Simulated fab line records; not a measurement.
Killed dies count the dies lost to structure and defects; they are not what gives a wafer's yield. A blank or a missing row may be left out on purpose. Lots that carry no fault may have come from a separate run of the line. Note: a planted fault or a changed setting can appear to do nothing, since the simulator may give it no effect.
fab line records	flow n5_finfet
record lots=24	wafers=72	last_day=17
route steps=1938 shown BEOL_M1@812
lots that met no fault: from a run of the same line without faults
start_h: hours from the record's first day to the start of the lot's first wafer shown	wait_h: how many hours have passed since the lot's step before this one	" same as the row above	L1.1+2: a row that stands for several wafers	- no value, or no start was given	* or withheld: withheld	< > ~ a bound
route shown NAME@n: a module of which the file shows steps, and the number in the route of the first	usual: average and standard deviation across the fault-free wafers	same: alike in all rows	chamber/n: place in a boat	sites: per-site readings	_std_site: how widely they spread, as a standard deviation	_edge_site: inner sites' mean taken away from outer sites' mean	radius_mm: for every site, how far away it sits from the centre of the wafer	mask NAME#n: copy n	behind: the last tool/chamber to shape the wafer	hold: what put the lot on hold/how long, in hours/how the hold closed	device: transistor that didn't switch, given as n, p or np	end of line: at the end of the route, the tests of the same wafers	step lacking rows: just its recipe	killed: count of dies lost to structure and defects at first sort (not the wafer's yield)	map: per-die view of a wafer (x killed, . not killed, _ where there is no die)
set.NAME: the run value of the setting; set.NAME@STEP: its run value at that earlier step	model.NAME: the simulator's own value behind a step, which no gauge read
the route's steps for a sample of lots (tables are steps, rows are wafers)
services: a tool's chamber out of use, with start hour (start_h, from the record's first day; less than 0 if before it), hours out, and reason
## steps
# step N5_BEOL_M1_SURFACE_TREAT_85
# recipe gas=Ar	time_s=*	ion_energy_ev=*	ion_current_ma_cm2=0.5	pressure_mtorr=*	ar_flow_sccm=30
# usual throttle_valve_pct=*
lot.wafer	tool	chamber	start_h	wait_h	throttle_valve_pct
L074.1	pvd_sputter-02	-	125.47	0.3	*
L074.3	"	-	"	"	*
L074.5	"	-	"	"	*
L075.2	pvd_sputter-03	-	135.87	0.2	*
L075.4	"	-	"	"	*
L075.6	"	-	"	"	*
L076.2	pvd_sputter-03	-	141.03	0.3	*
L076.4	"	-	"	"	*
L076.6	"	-	"	"	*
L077.1	pvd_sputter-02	-	143.68	0.1	*
L077.2	"	-	"	"	*
L077.6	"	-	"	"	*
L078.1	pvd_sputter-02	-	148.29	0.1	*
L078.4	"	-	"	"	*
L078.6	"	-	"	"	*
L079.1	pvd_sputter-01	-	153.04	0.1	*
L079.2	"	-	"	"	*
L079.3	"	-	"	"	*
L080.1	pvd_sputter-01	-	160.63	0.1	*
L080.5	"	-	"	"	*
L080.6	"	-	"	"	*
L081.1	pvd_sputter-02	-	170.95	0.4	*
L081.5	"	-	"	"	*
L081.6	"	-	"	"	*
L082.1	pvd_sputter-03	-	175.43	0.2	*
L082.3	"	-	"	"	*
L082.5	"	-	"	"	*
L083.1	pvd_sputter-03	-	183.51	0.2	*
L083.2	"	-	"	"	*
L083.5	"	-	"	"	*
L084.1	pvd_sputter-02	-	194.57	0.2	*
L084.3	"	-	"	"	*
L084.4	"	-	"	"	*
L085.1	pvd_sputter-01	-	195.16	0.2	*
L085.2	"	-	"	"	*
L085.6	"	-	"	"	*
L086.1	pvd_sputter-03	-	204.78	0.2	*
L086.3	"	-	"	"	*
L086.5	"	-	"	"	*
L088.3	pvd_sputter-01	-	207.34	0.2	*
L088.5	"	-	"	"	*
L088.6	"	-	"	"	*
L087.1	pvd_sputter-01	-	208.03	0.4	*
L087.2	"	-	"	"	*
L087.3	"	-	"	"	*
L089.1	pvd_sputter-01	-	217.46	0.3	*
L089.2	"	-	"	"	*
L089.5	"	-	"	"	*
L090.2	pvd_sputter-01	-	220.33	0.1	*
L090.4	"	-	"	"	*
L090.6	"	-	"	"	*
L091.1	pvd_sputter-01	-	228.49	0.2	*
L091.2	"	-	"	"	*
L091.6	"	-	"	"	*
L092.1	pvd_sputter-02	-	234.02	0.2	*
L092.2	"	-	"	"	*
L092.3	"	-	"	"	*
L093.1	pvd_sputter-03	-	247.12	0.2	*
L093.2	"	-	"	"	*
L093.3	"	-	"	"	*
L094.2	pvd_sputter-01	-	247.24	0.1	*
L094.3	"	-	"	"	*
L094.5	"	-	"	"	*
L095.1	pvd_sputter-02	-	260.32	0.2	*
L095.3	"	-	"	"	*
L095.6	"	-	"	"	*
L096.2	pvd_sputter-01	-	267.73	0.2	*
L096.3	"	-	"	"	*
L096.6	"	-	"	"	*
L097.1	pvd_sputter-02	-	270.66	0.1	*
L097.3	"	-	"	"	*
L097.6	"	-	"	"	*
# step N5_BEOL_M1_ANNEAL_87
# recipe temp_c=400	time_s=240	ambient=vacuum
# usual heater_power_w=830/77	susceptor_temp_C=400.02/0.23	susceptor_temp_C_max=401.1/0.45
lot.wafer	tool	chamber	start_h	wait_h	heater_power_w	susceptor_temp_C	susceptor_temp_C_max
L074.1	pvd_sputter-03	-	126.55	0.0	743	400.25	401.0
L074.3	"	-	"	"	807	399.75	401.4
L074.5	"	-	"	"	842	399.96	401.2
L075.2	pvd_sputter-03	-	137.05	0.0	832	400.05	401.1
L075.4	"	-	"	"	798	400.39	401.4
L075.6	"	-	"	"	820	400.27	401.3
L076.2	pvd_sputter-02	-	142.00	0.0	859	399.71	400.5
L076.4	"	-	"	"	811	399.88	401.3
L076.6	"	-	"	"	974	400.18	401.7
L077.1	pvd_sputter-01	-	144.64	0.0	881	399.91	401.4
L077.2	"	-	"	"	884	400.13	401.0
L077.6	"	-	"	"	753	400.15	400.8
L078.1	pvd_sputter-03	-	149.32	0.0	819	399.99	400.8
L078.4	"	-	"	"	805	400.12	401.6
L078.6	"	-	"	"	800	400.39	401.4
L079.1	pvd_sputter-03	-	154.29	0.0	840	399.95	400.9
L079.2	"	-	"	"	799	400.21	401.8
L079.3	"	-	"	"	805	399.92	400.8
L080.1	pvd_sputter-01	-	161.65	0.0	754	400.12	400.9
L080.5	"	-	"	"	740	400.04	400.9
L080.6	"	-	"	"	904	399.60	400.5
L081.1	pvd_sputter-01	-	173.18	0.0	750	399.98	400.8
L081.5	"	-	"	"	761	399.78	400.5
L081.6	"	-	"	"	888	400.02	400.8
L082.1	pvd_sputter-02	-	176.45	0.0	670	400.20	401.5
L082.3	"	-	"	"	881	400.02	400.8
L082.5	"	-	"	"	963	400.34	401.5
L083.1	pvd_sputter-03	-	184.53	0.0	797	400.03	401.4
L083.2	"	-	"	"	827	399.90	401.1
L083.5	"	-	"	"	801	399.97	401.4
L084.1	pvd_sputter-02	-	195.57	0.0	969	400.01	401.0
L084.3	"	-	"	"	865	400.04	400.9
L084.4	"	-	"	"	698	399.84	401.2
L085.1	pvd_sputter-01	-	196.42	0.0	864	400.44	401.0
L085.2	"	-	"	"	872	399.64	401.3
L085.6	"	-	"	"	915	399.73	400.5
L086.1	pvd_sputter-03	-	205.83	0.0	803	399.46	400.5
L086.3	"	-	"	"	805	399.77	401.0
L086.5	"	-	"	"	857	400.07	401.2
L088.3	pvd_sputter-02	-	208.39	0.0	806	400.18	401.5
L088.5	"	-	"	"	855	400.05	400.9
L088.6	"	-	"	"	963	399.96	401.0
L087.1	pvd_sputter-03	-	210.15	0.0	803	400.16	401.4
L087.2	"	-	"	"	755	400.07	400.8
L087.3	"	-	"	"	854	399.62	400.7
L089.1	pvd_sputter-02	-	218.44	0.0	795	399.53	400.6
L089.2	"	-	"	"	692	399.83	401.2
L089.5	"	-	"	"	675	399.92	401.4
L090.2	pvd_sputter-03	-	221.34	0.0	738	399.84	400.6
L090.4	"	-	"	"	799	399.85	401.8
L090.6	"	-	"	"	814	399.95	401.1
L091.1	pvd_sputter-01	-	229.50	0.0	757	399.91	400.8
L091.2	"	-	"	"	871	400.20	401.4
L091.6	"	-	"	"	858	400.06	401.4
L092.1	pvd_sputter-02	-	235.28	0.0	797	399.56	400.6
L092.2	"	-	"	"	980	400.43	401.3
L092.3	"	-	"	"	887	399.75	400.4
L093.1	pvd_sputter-01	-	248.10	0.0	769	400.15	401.2
L093.2	"	-	"	"	912	400.18	400.9
L093.3	"	-	"	"	878	399.96	401.6
L094.2	pvd_sputter-03	-	248.23	0.0	714	399.85	400.5
L094.3	"	-	"	"	839	400.52	401.7
L094.5	"	-	"	"	838	400.36	401.5
L095.1	pvd_sputter-02	-	261.58	0.0	857	399.55	400.3
L095.3	"	-	"	"	681	400.29	401.6
L095.6	"	-	"	"	990	400.10	401.3
L096.2	pvd_sputter-01	-	269.09	0.0	876	400.15	401.6
L096.3	"	-	"	"	894	400.13	401.0
L096.6	"	-	"	"	903	399.91	400.8
L097.1	pvd_sputter-03	-	272.07	0.0	741	400.34	401.0
L097.3	"	-	"	"	805	400.13	401.0
L097.6	"	-	"	"	850	400.44	401.9
# step N5_BEOL_M1_SPUTTER_90
# recipe material=Cu	target_thk_a=45	temp_c=-20	chamber_pressure_pa=0.07	power_w=withheld	time_s=8.29
# usual substrate_temp_c=-20.00/0.11	susceptor_temp_C=-20.01/0.098	throttle_valve_pct=29.8/0.78
lot.wafer	tool	chamber	start_h	wait_h	substrate_temp_c	susceptor_temp_C	throttle_valve_pct
L074.1	pvd_sputter-03	-	126.91	0.1	-19.87	-20.01	30.0
L074.3	"	-	"	"	-20.04	-19.87	30.3
L074.5	"	-	"	"	-19.97	-19.89	29.3
L075.2	pvd_sputter-03	-	137.41	0.1	-20.00	-20.02	29.1
L075.4	"	-	"	"	-20.09	-19.98	31.1
L075.6	"	-	"	"	-20.01	-19.98	31.3
L076.2	pvd_sputter-02	-	142.36	0.1	-20.09	-19.93	29.6
L076.4	"	-	"	"	-20.13	-19.95	30.8
L076.6	"	-	"	"	-20.03	-20.03	28.3
L077.1	pvd_sputter-01	-	145.00	0.1	-20.01	-19.96	29.2
L077.2	"	-	"	"	-20.01	-20.03	30.1
L077.6	"	-	"	"	-20.19	-20.05	29.5
L078.1	pvd_sputter-03	-	149.68	0.1	-20.14	-19.99	30.9
L078.4	"	-	"	"	-20.14	-19.90	30.5
L078.6	"	-	"	"	-20.16	-20.08	31.0
L079.1	pvd_sputter-03	-	154.65	0.1	-19.96	-20.09	29.0
L079.2	"	-	"	"	-20.00	-20.07	30.2
L079.3	"	-	"	"	-19.91	-19.91	31.0
L080.1	pvd_sputter-01	-	162.01	0.1	-19.85	-19.95	29.6
L080.5	"	-	"	"	-19.92	-19.96	29.8
L080.6	"	-	"	"	-19.95	-19.83	30.2
L081.1	pvd_sputter-01	-	173.54	0.1	-20.15	-20.02	29.5
L081.5	"	-	"	"	-20.10	-20.03	29.6
L081.6	"	-	"	"	-20.03	-20.08	30.2
L082.1	pvd_sputter-02	-	176.81	0.1	-20.11	-20.05	29.4
L082.3	"	-	"	"	-20.13	-19.95	29.6
L082.5	"	-	"	"	-19.93	-20.04	28.6
L083.1	pvd_sputter-03	-	184.89	0.1	-20.31	-20.17	30.2
L083.2	"	-	"	"	-19.94	-19.98	29.1
L083.5	"	-	"	"	-20.04	-19.87	31.0
L084.1	pvd_sputter-02	-	195.93	0.1	-20.11	-20.13	28.5
L084.3	"	-	"	"	-19.77	-20.01	29.9
L084.4	"	-	"	"	-20.13	-20.14	29.7
L085.1	pvd_sputter-01	-	196.78	0.1	-20.10	-20.02	30.1
L085.2	"	-	"	"	-19.82	-20.04	29.2
L085.6	"	-	"	"	-19.90	-20.02	30.3
L086.1	pvd_sputter-03	-	206.19	0.1	-20.13	-20.09	30.9
L086.3	"	-	"	"	-20.01	-19.88	30.2
L086.5	"	-	"	"	-19.97	-19.94	28.9
L088.3	pvd_sputter-02	-	208.75	0.1	-20.02	-19.93	30.9
L088.5	"	-	"	"	-20.30	-20.06	29.6
L088.6	"	-	"	"	-19.99	-20.05	28.2
L087.1	pvd_sputter-03	-	210.51	0.1	-20.09	-20.06	30.0
L087.2	"	-	"	"	-19.97	-19.99	30.2
L087.3	"	-	"	"	-19.83	-19.91	29.1
L089.1	pvd_sputter-02	-	218.80	0.1	-19.87	-19.97	31.3
L089.2	"	-	"	"	-19.87	-20.01	29.4
L089.5	"	-	"	"	-19.94	-19.92	29.3
L090.2	pvd_sputter-03	-	221.70	0.1	-19.74	-19.99	30.2
L090.4	"	-	"	"	-20.05	-20.05	30.3
L090.6	"	-	"	"	-19.92	-19.96	31.1
L091.1	pvd_sputter-01	-	229.86	0.1	-19.85	-20.02	29.4
L091.2	"	-	"	"	-19.98	-19.98	29.3
L091.6	"	-	"	"	-19.88	-20.03	29.2
L092.1	pvd_sputter-02	-	235.64	0.1	-19.94	-19.95	31.1
L092.2	"	-	"	"	-19.94	-19.90	28.3
L092.3	"	-	"	"	-20.03	-19.80	29.7
L093.1	pvd_sputter-01	-	248.46	0.1	-20.12	-20.12	29.7
L093.2	"	-	"	"	-20.12	-20.08	30.4
L093.3	"	-	"	"	-19.98	-20.02	29.1
L094.2	pvd_sputter-03	-	248.59	0.1	-20.01	-19.99	30.0
L094.3	"	-	"	"	-19.92	-19.89	29.0
L094.5	"	-	"	"	-19.88	-19.96	29.4
L095.1	pvd_sputter-02	-	261.94	0.1	-19.84	-19.78	30.0
L095.3	"	-	"	"	-20.05	-19.97	29.7
L095.6	"	-	"	"	-19.94	-19.92	28.2
L096.2	pvd_sputter-01	-	269.45	0.1	-20.02	-19.99	29.3
L096.3	"	-	"	"	-20.06	-19.94	30.2
L096.6	"	-	"	"	-20.05	-19.79	30.2
L097.1	pvd_sputter-03	-	275.15	0.1	-20.07	-20.11	29.9
L097.3	"	-	"	"	-20.13	-20.11	30.7
L097.6	"	-	"	"	-19.91	-20.08	28.8
# step N5_BEOL_M1_ANNEAL_95
# recipe temp_c=400	time_s=240	ambient=vacuum
# usual heater_power_w=828/73	susceptor_temp_C=399.99/0.23	susceptor_temp_C_max=401.1/0.47
lot.wafer	tool	chamber	start_h	wait_h	heater_power_w	susceptor_temp_C	susceptor_temp_C_max
L074.1	pvd_sputter-03	-	127.43	0.0	726	400.05	400.8
L074.3	"	-	"	"	785	400.02	401.9
L074.5	"	-	"	"	838	399.92	401.3
L075.2	pvd_sputter-03	-	137.93	0.0	835	400.10	401.5
L075.4	"	-	"	"	792	399.78	400.6
L075.6	"	-	"	"	790	400.02	401.0
L076.2	pvd_sputter-02	-	142.88	0.0	893	400.09	400.9
L076.4	"	-	"	"	789	399.78	400.8
L076.6	"	-	"	"	968	399.91	401.0
L077.1	pvd_sputter-01	-	145.52	0.0	867	399.90	401.1
L077.2	"	-	"	"	886	400.04	400.7
L077.6	"	-	"	"	750	399.72	400.5
L078.1	pvd_sputter-03	-	150.20	0.0	809	400.16	401.1
L078.4	"	-	"	"	815	400.07	402.0
L078.6	"	-	"	"	816	400.07	401.2
L079.1	pvd_sputter-03	-	155.17	0.0	826	400.29	401.7
L079.2	"	-	"	"	816	400.23	401.7
L079.3	"	-	"	"	822	400.11	400.9
L080.1	pvd_sputter-01	-	162.53	0.0	758	399.92	400.8
L080.5	"	-	"	"	755	400.25	401.0
L080.6	"	-	"	"	890	399.81	400.5
L081.1	pvd_sputter-01	-	174.06	0.0	758	399.62	400.4
L081.5	"	-	"	"	739	400.00	400.7
L081.6	"	-	"	"	871	400.09	401.0
L082.1	pvd_sputter-02	-	177.33	0.0	689	399.95	401.4
L082.3	"	-	"	"	873	400.03	400.6
L082.5	"	-	"	"	972	399.46	400.5
L083.1	pvd_sputter-03	-	185.41	0.0	808	400.08	401.3
L083.2	"	-	"	"	851	399.99	400.9
L083.5	"	-	"	"	813	399.71	400.7
L084.1	pvd_sputter-02	-	196.45	0.0	977	399.95	400.9
L084.3	"	-	"	"	831	399.49	400.3
L084.4	"	-	"	"	707	399.58	400.9
L085.1	pvd_sputter-01	-	197.30	0.0	882	399.78	400.5
L085.2	"	-	"	"	862	400.48	402.4
L085.6	"	-	"	"	926	400.17	400.8
L086.1	pvd_sputter-03	-	206.71	0.0	807	400.29	401.4
L086.3	"	-	"	"	803	399.80	401.2
L086.5	"	-	"	"	848	400.02	401.1
L088.3	pvd_sputter-02	-	209.27	0.0	791	399.85	401.0
L088.5	"	-	"	"	880	399.98	400.7
L088.6	"	-	"	"	941	400.23	401.6
L087.1	pvd_sputter-03	-	211.03	0.0	802	399.54	401.4
L087.2	"	-	"	"	744	400.16	400.9
L087.3	"	-	"	"	841	399.90	401.2
L089.1	pvd_sputter-02	-	219.32	0.0	816	400.49	401.3
L089.2	"	-	"	"	693	399.74	401.5
L089.5	"	-	"	"	705	400.27	402.5
L090.2	pvd_sputter-03	-	222.22	0.0	738	400.21	401.2
L090.4	"	-	"	"	784	400.39	401.9
L090.6	"	-	"	"	808	400.17	400.9
L091.1	pvd_sputter-01	-	230.38	0.0	735	400.08	400.8
L091.2	"	-	"	"	863	399.90	401.2
L091.6	"	-	"	"	856	400.26	402.3
L092.1	pvd_sputter-02	-	236.16	0.0	780	399.82	400.7
L092.2	"	-	"	"	966	399.98	401.1
L092.3	"	-	"	"	880	399.64	400.5
L093.1	pvd_sputter-01	-	248.98	0.0	758	399.90	400.9
L093.2	"	-	"	"	907	400.39	401.2
L093.3	"	-	"	"	865	400.37	402.2
L094.2	pvd_sputter-03	-	249.11	0.0	738	399.84	400.5
L094.3	"	-	"	"	831	400.20	401.3
L094.5	"	-	"	"	827	400.10	401.3
L095.1	pvd_sputter-02	-	262.46	0.0	893	400.20	400.8
L095.3	"	-	"	"	713	399.85	401.2
L095.6	"	-	"	"	969	399.94	401.2
L096.2	pvd_sputter-01	-	269.97	0.0	863	399.46	400.8
L096.3	"	-	"	"	877	399.86	400.6
L096.6	"	-	"	"	884	399.96	400.9
L097.1	pvd_sputter-03	-	275.67	0.0	745	399.84	400.6
L097.3	"	-	"	"	798	399.94	401.0
L097.6	"	-	"	"	824	399.85	401.1
# step N5_BEOL_M1_ANNEAL_51
# recipe temp_c=225	time_s=90	ambient=N2
# usual wafer_temp_C_max=226.05/0.24
lot.wafer	tool	chamber	start_h	wait_h	wafer_temp_C_max
L074.1	rtp_anneal-02	0	127.76	0.1	226.07
L074.3	"	0	"	"	226.19
L074.5	"	0	"	"	226.40
L075.2	rtp_anneal-01	0	138.32	0.1	226.04
L075.4	"	0	"	"	226.04
L075.6	"	0	"	"	225.95
L076.2	rtp_anneal-02	0	143.33	0.2	226.23
L076.4	"	0	"	"	226.01
L076.6	"	0	"	"	226.03
L077.1	rtp_anneal-01	0	145.86	0.1	225.79
L077.2	"	0	"	"	226.11
L077.6	"	0	"	"	225.78
L078.1	rtp_anneal-02	0	150.53	0.1	225.80
L078.4	"	0	"	"	225.90
L078.6	"	0	"	"	226.05
L079.1	rtp_anneal-01	0	155.51	0.1	226.24
L079.2	"	0	"	"	226.07
L079.3	"	0	"	"	226.20
L080.1	rtp_anneal-02	0	162.87	0.1	225.92
L080.5	"	0	"	"	226.09
L080.6	"	0	"	"	226.05
L081.1	rtp_anneal-02	0	174.39	0.1	225.84
L081.5	"	0	"	"	226.20
L081.6	"	0	"	"	226.35
L082.1	rtp_anneal-01	0	177.86	0.3	226.04
L082.3	"	0	"	"	226.27
L082.5	"	0	"	"	225.82
L083.1	rtp_anneal-02	0	185.75	0.1	226.20
L083.2	"	0	"	"	225.95
L083.5	"	0	"	"	226.03
L084.1	rtp_anneal-01	0	196.78	0.1	226.49
L084.3	"	0	"	"	225.98
L084.4	"	0	"	"	226.36
L085.1	rtp_anneal-01	0	197.71	0.1	226.06
L085.2	"	0	"	"	225.97
L085.6	"	0	"	"	225.79
L086.1	rtp_anneal-02	0	207.05	0.1	226.35
L086.3	"	0	"	"	225.86
L086.5	"	0	"	"	226.21
L088.3	rtp_anneal-01	0	209.94	0.4	226.30
L088.5	"	0	"	"	226.08
L088.6	"	0	"	"	226.51
L087.1	rtp_anneal-01	0	211.37	0.1	225.99
L087.2	"	0	"	"	226.25
L087.3	"	0	"	"	225.70
L089.1	rtp_anneal-01	0	219.65	0.1	225.80
L089.2	"	0	"	"	225.96
L089.5	"	0	"	"	226.12
L090.2	rtp_anneal-01	0	222.60	0.1	225.66
L090.4	"	0	"	"	226.13
L090.6	"	0	"	"	225.89
L091.1	rtp_anneal-02	0	230.72	0.1	226.04
L091.2	"	0	"	"	225.97
L091.6	"	0	"	"	226.02
L092.1	rtp_anneal-02	0	236.50	0.1	226.52
L092.2	"	0	"	"	225.93
L092.3	"	0	"	"	226.29
L093.1	rtp_anneal-02	0	249.32	0.1	226.48
L093.2	"	0	"	"	226.83
L093.3	"	0	"	"	226.06
L094.2	rtp_anneal-01	0	249.51	0.1	226.15
L094.3	"	0	"	"	226.57
L094.5	"	0	"	"	225.87
L095.1	rtp_anneal-02	0	262.87	0.1	226.58
L095.3	"	0	"	"	226.31
L095.6	"	0	"	"	226.55
L096.2	rtp_anneal-01	0	270.36	0.1	225.88
L096.3	"	0	"	"	226.38
L096.6	"	0	"	"	226.08
L097.1	rtp_anneal-02	0	276.12	0.2	225.92
L097.3	"	0	"	"	225.77
L097.6	"	0	"	"	225.83
# step N5_BEOL_M1_CMP_52
# recipe stop_on=SiOC	t_overpolish_s=6.8	down_force_psi=1	platen_rpm=50	clearing_platen_down_force_psi=1.5	clearing_platen_rpm=50	post_cmp_clean=cu_alkaline	target_thk_nm=40	clearing_platen_pad_velocity_m_s=0.99484	pad_velocity_m_s=0.99484
# usual barrier_field_endpoint_s=24.8/0.77	motor_current_A=6.1/0.61	overpolish_run_s=6.800/0.0086	platen_rpm=50.00/0.033	time_to_endpoint_s=62/4
lot.wafer	tool	chamber	start_h	wait_h	barrier_field_endpoint_s	motor_current_A	overpolish_run_s	platen_rpm	time_to_endpoint_s
L074.3	cmp-01	3	128.08	0.2	24.4	5.8	6.801	49.99	62
L074.1	"	0	"	"	23.5	7.2	6.784	49.95	55
L074.5	"	3	"	"	24.2	5.3	6.804	49.96	61
L075.2	cmp-02	2	138.59	0.2	25.2	6.6	6.801	50.00	65
L075.4	"	3	"	"	23.7	5.6	6.790	50.00	62
L075.6	"	3	"	"	24.4	5.3	6.789	50.03	60
L076.4	cmp-02	1	143.65	0.2	24.6	5.8	6.800	50.01	63
L076.2	"	2	"	"	24.0	6.4	6.807	49.97	57
L076.6	"	0	"	"	25.1	6.5	6.801	50.01	61
L077.2	cmp-04	2	146.16	0.2	24.9	5.9	6.818	49.98	66
L077.1	"	3	"	"	23.7	6.2	6.804	50.05	61
L077.6	"	2	"	"	25.7	5.8	6.793	49.98	68
L078.1	cmp-01	3	150.83	0.3	25.7	5.9	6.802	50.02	66
L078.4	"	0	"	"	24.4	7.2	6.802	49.95	57
L078.6	"	3	"	"	25.3	5.9	6.817	50.03	63
L079.1	cmp-01	1	155.82	0.3	25.3	6.1	6.798	50.03	64
L079.3	"	3	"	"	26.5	5.8	6.791	50.00	67
L079.2	"	0	"	"	24.3	7.5	6.793	49.98	56
L080.1	cmp-01	0	163.22	0.3	25.0	7.2	6.814	50.02	60
L080.5	"	3	"	"	25.0	5.7	6.819	50.03	66
L080.6	"	0	"	"	25.2	7.4	6.800	50.00	60
L081.1	cmp-04	0	174.69	0.3	23.5	6.4	6.795	49.94	56
L081.6	"	0	"	"	23.8	6.2	6.799	49.92	57
L081.5	"	1	"	"	24.7	6.7	6.789	50.05	65
L082.3	cmp-04	2	178.16	0.2	25.2	5.6	6.801	50.03	64
L082.1	"	3	"	"	25.4	6.3	6.804	49.97	64
L082.5	"	3	"	"	26.1	6.0	6.798	50.00	63
L083.2	cmp-04	0	186.05	0.2	23.3	6.6	6.820	50.03	57
L083.1	"	1	"	"	24.6	6.7	6.801	50.02	68
L083.5	"	0	"	"	23.9	6.3	6.802	49.96	56
L084.3	cmp-01	3	197.12	0.2	25.1	5.6	6.784	49.99	65
L084.1	"	0	"	"	23.4	6.8	6.808	50.07	55
L084.4	"	1	"	"	25.4	5.9	6.804	50.04	62
L085.2	cmp-01	1	198.01	0.2	24.2	5.9	6.805	50.03	60
L085.1	"	0	"	"	23.2	7.0	6.798	49.98	55
L085.6	"	2	"	"	24.1	5.5	6.798	50.00	58
L086.1	cmp-01	3	207.45	0.3	26.1	5.7	6.806	50.01	68
L086.3	"	1	"	"	25.7	6.0	6.797	49.97	66
L086.5	"	2	"	"	25.0	5.2	6.810	49.91	62
L088.3	cmp-04	1	210.19	0.2	25.3	6.7	6.803	50.04	67
L088.5	"	0	"	"	24.2	6.3	6.804	49.97	58
L088.6	"	1	"	"	25.9	6.6	6.796	50.05	69
L087.1	cmp-04	1	211.67	0.3	25.6	7.0	6.791	49.95	68
L087.3	"	3	"	"	25.3	5.9	6.783	49.95	61
L087.2	"	0	"	"	23.7	6.2	6.793	50.00	54
L089.2	cmp-02	2	219.99	0.2	24.6	6.5	6.792	50.01	58
L089.1	"	3	"	"	24.0	5.6	6.814	49.99	56
L089.5	"	2	"	"	24.5	6.9	6.800	50.03	58
L090.2	cmp-01	0	222.93	0.3	23.6	7.6	6.800	50.02	54
L090.4	"	1	"	"	24.7	6.0	6.794	50.06	57
L090.6	"	3	"	"	25.4	5.7	6.802	50.04	64
L091.1	cmp-02	2	231.05	0.3	24.2	6.5	6.795	49.98	60
L091.2	"	0	"	"	25.0	6.4	6.799	50.03	62
L091.6	"	1	"	"	24.9	6.2	6.803	50.05	61
L092.2	cmp-01	2	236.85	0.3	25.0	5.5	6.790	50.00	57
L092.3	"	3	"	"	25.7	5.8	6.804	50.04	67
L092.1	"	0	"	"	23.8	7.2	6.801	49.99	55
L093.2	cmp-01	0	249.63	0.2	24.1	7.1	6.780	49.97	57
L093.3	"	1	"	"	24.6	5.8	6.802	49.98	60
L093.1	"	3	"	"	25.5	5.7	6.805	49.95	65
L094.3	cmp-02	2	249.80	0.2	23.8	6.7	6.799	50.02	62
L094.2	"	3	"	"	23.4	5.5	6.804	50.02	58
L094.5	"	2	"	"	24.3	6.4	6.788	50.05	60
L095.1	cmp-01	3	263.22	0.3	25.3	5.7	6.795	50.00	65
L095.3	"	0	"	"	24.3	7.4	6.797	49.94	58
L095.6	"	2	"	"	24.9	5.2	6.797	50.05	60
L096.2	cmp-04	1	270.65	0.3	25.9	6.5	6.812	50.04	68
L096.3	"	3	"	"	24.9	6.1	6.793	49.96	63
L096.6	"	1	"	"	26.0	6.7	6.798	49.97	69
L097.1	cmp-01	1	276.50	0.3	25.1	5.9	6.808	50.06	65
L097.3	"	2	"	"	25.3	5.5	6.796	49.99	61
L097.6	"	3	"	"	25.9	5.4	6.794	49.92	67
## services
tool	chamber	start_h	hours	kind
cmp-02	-	118.62	3.4	pm
pvd_sputter-02	-	121.61	1.8	repair
cmp-04	-	135.90	6.4	pm
cmp-01	-	144.82	1.6	repair
cmp-04	-	158.77	1.5	repair
cmp-01	-	171.34	4.0	pm
cmp-01	-	175.34	-	consumable_replace:conditioner
cmp-01	-	175.34	-	consumable_replace:pad
cmp-04	-	184.10	1.0	repair
cmp-04	-	190.04	7.5	pm
rtp_anneal-02	-	197.54	3.0	pm
cmp-04	-	199.68	1.3	repair
cmp-02	-	202.83	2.3	repair
cmp-01	-	211.66	0.2	repair
cmp-04	-	217.46	3.4	pm
cmp-04	-	229.89	4.0	pm
cmp-04	-	233.89	-	consumable_replace:conditioner
cmp-04	-	233.89	-	consumable_replace:pad
cmp-02	-	239.17	1.1	repair
pvd_sputter-01	-	252.79	1.5	repair
cmp-01	-	260.34	2.1	repair
cmp-02	-	261.89	2.7	repair
## key
fault none
